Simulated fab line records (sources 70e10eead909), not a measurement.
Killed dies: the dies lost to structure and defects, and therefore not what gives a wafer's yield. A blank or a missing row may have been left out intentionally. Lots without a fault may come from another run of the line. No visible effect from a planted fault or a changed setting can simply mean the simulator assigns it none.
What tool caused it? + flow nandHarc + 6 lots with 18 wafers sampled at 6 steps, on a route of 1302 steps

## WHAT EACH GAUGE READ, for each wafer
NHARC_END_SORT_01.
lot + measured + on + killedAtArray

## WHAT TOOL EACH LOT RAN ON (gives the tool, then ch and the chambers of the sampled wafers, and finally the start)
| lot  | NHARC_A_CONTACT_DESCUM_13         | NHARC_A_CONTACT_ETCH_137           | NHARC_A_CONTACT_ETCH_139           | NHARC_A_CONTACT_CVD_19       | NHARC_A_CONTACT_CMP_20        |
|------|-----------------------------------|------------------------------------|------------------------------------|------------------------------|-------------------------------|
| L269 | rieDiel-07 ch 1,2,3, day 22 21:50 | harCapEtch-03 ch 0,1, day 22 23:40 | harCapEtch-03 ch 0,1, day 23 00:13 | cvdW-01 ch 0,1, day 23 02:15 | cmp-04 ch 0,3, day 23 03:01   |
| L273 | rieDiel-07 ch 0,1, day 24 11:54   | harCapEtch-03 ch 0,1, day 24 13:47 | harCapEtch-03 ch 0,1, day 24 14:19 | cvdW-02 ch 0,1, day 24 16:14 | cmp-04 ch 0,2,3, day 24 17:10 |
| L274 | rieDiel-06 ch 1,2,3, day 26 03:53 | harCapEtch-03 ch 0,1, day 26 06:00 | harCapEtch-03 ch 0,1, day 26 06:32 | cvdW-01 ch 0,1, day 26 08:35 | cmp-04 ch 1,2, day 26 09:21   |
| L280 | rieDiel-07 ch 1,2,3, day 27 21:17 | harCapEtch-02 ch 0,1, day 27 23:16 | harCapEtch-02 ch 0,1, day 27 23:49 | cvdW-02 ch 0,1, day 28 01:50 | cmp-01 ch 1,2,3, day 28 02:33 |
| L288 | rieDiel-07 ch 1,2,3, day 31 01:59 | harCapEtch-03 ch 0,1, day 31 04:09 | harCapEtch-03 ch 0,1, day 31 04:53 | cvdW-01 ch 0,1, day 31 06:57 | cmp-02 ch 0,1,3, day 31 07:43 |
| L290 | rieDiel-11 ch 2,3, day 32 16:42   | harCapEtch-03 ch 0,1, day 32 19:08 | harCapEtch-03 ch 0,1, day 32 19:51 | cvdW-01 ch 0,1, day 32 22:08 | cmp-02 ch 2,3, day 32 22:38   |
- NHARC_A_CONTACT_DESCUM_13: chemistry O2, time 3 s.
- NHARC_A_CONTACT_ETCH_137: etches the open film in C4F8/O2/Ar, time 311 s, target depth 1912 nm.
- NHARC_A_CONTACT_ETCH_139: etches the open film in C4F8/O2/Ar, time 195 s, target depth 840 nm.
- NHARC_A_CONTACT_CVD_19: deposits W, target thk 300 nm, time 802 s.
- NHARC_A_CONTACT_CMP_20: polishes, t overpolish 30 s, target thk 300 nm.

## THE ANSWER, worked out from the rows above alone
Rule: the lots themselves supply what counts as usual. Put in order of their means at a reading, lots are off if they are a third of the lots or fewer, leave a main group of 4 or more, and stand apart from it by a gap of 3 or more times the standard deviation of the main group's means; of several such gaps the widest counts. A main group is skipped when, at the precision printed for the reading in the tables above, its means are all equal. Also off: a lot with no number at a reading for which 4 or more lots have one. Any other lot the step has rows for is counted as sound.
No lot is off on any of the readings shown, so nothing can be concluded from this.

## WHAT THE SIMULATOR HAD PUT IN
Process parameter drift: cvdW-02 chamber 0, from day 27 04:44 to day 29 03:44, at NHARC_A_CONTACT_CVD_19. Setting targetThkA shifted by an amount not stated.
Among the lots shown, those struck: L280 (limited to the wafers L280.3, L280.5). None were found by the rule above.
